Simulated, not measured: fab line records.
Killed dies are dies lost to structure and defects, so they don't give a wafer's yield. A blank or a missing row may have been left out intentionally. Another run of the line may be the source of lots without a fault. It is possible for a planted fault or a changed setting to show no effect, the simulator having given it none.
Comparing a struck lot with a sound one    flow n5-finfet    38 steps out of a route of 1938
Sound: these wafers, L570.1, L570.2, L570.5. Wafers struck: L578.1, L578.2, L578.3. The cause is given at the end.
Per side, at each step with rows, come the tool, then ch with its chambers, and then its first start. Under that, the readings that differ: sound wafers    struck wafers    difference of the means    sigmas: that difference in standard deviations of wafers without a fault.
alike: a reading whose means differ by less than 2 such deviations, as well as words and numbers matching on both sides. not compared: withheld readings; readings where some wafer has no value; bounds like >300 that might hide an equal value; numbers whose values overlap and for which the record gives no deviation.
The two part at a step that has a row with sigmas, a row that says differs or no value, or rows on one side only. Numbers that don't overlap but have no deviation are shown without sigmas and don't part them. A reading missing from all wafers of one side parts the sides only when that side holds two or more wafers.

first, 10 steps without rows for these wafers: N5_PMOS_HMC_CHANNEL_EPI_DESCUM_14 (chemistry O2, time 7.9 s); N5_PMOS_HMC_CHANNEL_EPI_ETCH_32 (etches BARC in N2/H2, stops on SiO2, target depth 85.8 nm, time 50.3 s); N5_PMOS_HMC_CHANNEL_EPI_HM_OPEN_15 (chemistry CHF3/O2, target SiO2, target depth 40.6 nm, time 20.3 s); N5_PMOS_HMC_CHANNEL_EPI_STRIP_33 (strips in N2/H2); N5_PMOS_HMC_CHANNEL_EPI_STRIP_17 (strips in SPM, time 750 s); N5_PMOS_HMC_CHANNEL_EPI_ETCH_38 (etches SiO2 in CF4, target depth 1.5 nm); N5_PMOS_HMC_CHANNEL_EPI_FIN_RECESS_16 (chemistry HBr/Cl2, target Si, target depth 54 nm, time 18 s); N5_PMOS_HMC_CHANNEL_EPI_PRECLEAN_36 (cleans in O3/DIW, time 45 s); N5_PMOS_HMC_CHANNEL_EPI_PRECLEAN_18 (cleans in DHF, time 30 s); N5_PMOS_HMC_CHANNEL_EPI_SRD_19 (time 30 s).
N5_PMOS_HMC_CHANNEL_EPI_EPI_20: deposits SiGe30, target thk 59 nm.
  sound on epi-rpcvd-04 ch 0, day 4 00:38; struck on epi-rpcvd-04 ch 0, day 6 00:23
reading                                                  sound              struck             difference  sigmas
chamber-pressure-Torr (Torr)                             20.01 19.97 20.04  12.98 12.98 12.93  -7.04       -99 or more
model.SiGe30_of_PMOS_HMC_CHANNEL_EPI_EPI_20.thk-nm (nm)  59.13 57.96 58.54  49.71 50.23 49.52  -8.72       
  alike: susceptor_temp_C_max
then, 3 steps without rows for these wafers: N5_PMOS_HMC_CHANNEL_EPI_HM_STRIP_35 (strips SiO2 in dHF, material SiO2, target depth 39.6 nm, time 216 s); N5_PMOS_HMC_CHANNEL_EPI_SRD_39 (time 30 s); N5_PMOS_HMC_CHANNEL_EPI_CMP_21 (polishes SiGe30, target thk 54 nm).
N5_PMOS_HMC_CHANNEL_EPI_THK_MEAS_22:
  struck on film-metro-02, day 6 02:01; sound on film-metro-01, day 4 02:16
reading           sound           struck          difference  sigmas
HMC_CMP_THK (nm)  54.3 55.4 55.0  49.7 50.1 49.4  -5.2        -7
then, 1 step without rows for these wafers: N5_PMOS_HMC_CHANNEL_EPI_PRECLEAN_40 (cleans in DHF, time 30 s).
N5_PMOS_HMC_CHANNEL_EPI_PRECLEAN_37: cleans in O3/DIW, time 45 s.
  sound on wet-bench-01 ch 0,2,7, day 4 02:19; struck on wet-bench-04 ch 3,6,7, day 6 02:03
reading                                                  sound              struck             difference  sigmas
model.SiGe30_of_PMOS_HMC_CHANNEL_EPI_EPI_20.thk-nm (nm)  53.38 53.29 53.29  48.94 49.45 48.74  -4.28       
  alike: temp-c
then, 19 steps without rows for these wafers: N5_PMOS_HMC_CHANNEL_EPI_PRECLEAN_24 (cleans in DHF, time 30 s); N5_PMOS_HMC_CHANNEL_EPI_SRD_25 (time 30 s); N5_PMOS_HMC_CHANNEL_EPI_EPI_26 (deposits Si from SiH4/H2, target thk 3.8 nm, time 22.7 s); N5_FIN_SAQP_PRECLEAN_42 (cleans in O3/DIW, time 60 s); N5_FIN_SAQP_PRECLEAN_00 (cleans in SC1, time 60 s); N5_FIN_SAQP_PRECLEAN_44 (cleans in SC2, time 45 s); N5_FIN_SAQP_SRD_01 (time 30 s); N5_FIN_SAQP_ALD_61 (deposits SiO2, target thk 4 nm, pulse time 1 s, purge time 2 s); N5_FIN_SAQP_DENSIFY_62 (time 60 s); N5_FIN_SAQP_HM_DEP_03 (deposits SiNx from SiH4/NH3/N2, target thk 38 nm, time 33.6 s); N5_FIN_SAQP_PECVD_47 (deposits a-Si from SiH4/He, target thk 45 nm, time 36.3 s); N5_FIN_SAQP_PECVD_48 (deposits SiNx from SiH4/NH3/N2, target thk 25 nm, time 22.1 s); N5_FIN_SAQP_PECVD_06 (deposits a-Si from SiH4/He, target thk 60 nm, time 48.1 s); N5_FIN_SAQP_HM_DEP_72 (deposits SiO2 from SiH4/N2O, target thk 12 nm, time 7.2 s); N5_FIN_SAQP_COAT_49 (time 60 s, resist thk 100 nm); N5_FIN_SAQP_COAT_50 (time 60 s, resist thk 35 nm); N5_FIN_SAQP_COAT_10 (resist thk 90 nm); N5_FIN_SAQP_EBR_12; N5_FIN_SAQP_SOFTBAKE_11 (time 60 s).
-- the record jumps here: 6 days lie between the struck wafers' starts before and after (it left off in module FIN_SAQP and takes up again in module BEOL_M4, whose first step shown is number 1111 of the route) --
N5_BEOL_M4_RC_MEAS_101:
  sound on prober-01 ch 0, day 9 21:19; struck on prober-02 ch 0, day 12 04:13
reading         sound              struck                difference  sigmas
IOFF_P (nA/um)  0.25 0.24 0.24     0.12 0.16 0.14        -0.10       -3
ION_P (uA/um)   476 474 476        408 399 397           -74         -9
VT_P (mV)       -247 -247 -245     -269 -266 -265        -20         -6
VT_P_LONG (mV)  -271 -271 -270     -296 -298 -296        -26         -8
VT_P_LVT (mV)   -96.6 -97.7 -98.1  -114.4 -112.8 -114.8  -16.5       -6
  alike: DIBL_N, DIBL_P, IOFF_N, ION_N, SS_N, SS_P, VT_N
-- the record jumps here: 5 days lie between the struck wafers' starts before and after (it left off in module BEOL_M4 and takes up again in module PASSIVATION, whose first step shown is number 1936 of the route) --
N5_PASSIVATION_PROBE_49:
  struck on prober-02, day 16 16:43; sound on prober-02, day 14 06:58
reading               sound           struck             difference  sigmas
sort_bin_8_speed (%)  0 0 0           91.78 89.41 91.10  +90.76      +99 or more
sort-n-pass           1103 1104 1087  3 0 0              -1097       -58
sort-yield-pct (%)    93.5 93.6 92.1  0.3 0 0            -93.0       -58
  alike: defect-limited-yield, killed_at_M0_to_M3, killed_at_M4_up, killed-at-contacts, killed-at-front-end, killed-at-other, killed-dies, killed-on-rim, killed-open, killed-short, sort_bin_5_function, sort_bin_6_memory

## WHERE THEY PART
At N5_PMOS_HMC_CHANNEL_EPI_EPI_20 first; at N5_PASSIVATION_PROBE_49 last (within this record only).

WHY: the cause the simulator had injected
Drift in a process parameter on epi-rpcvd-04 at N5_PMOS_HMC_CHANNEL_EPI_EPI_20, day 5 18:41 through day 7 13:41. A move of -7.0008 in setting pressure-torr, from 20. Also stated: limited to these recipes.
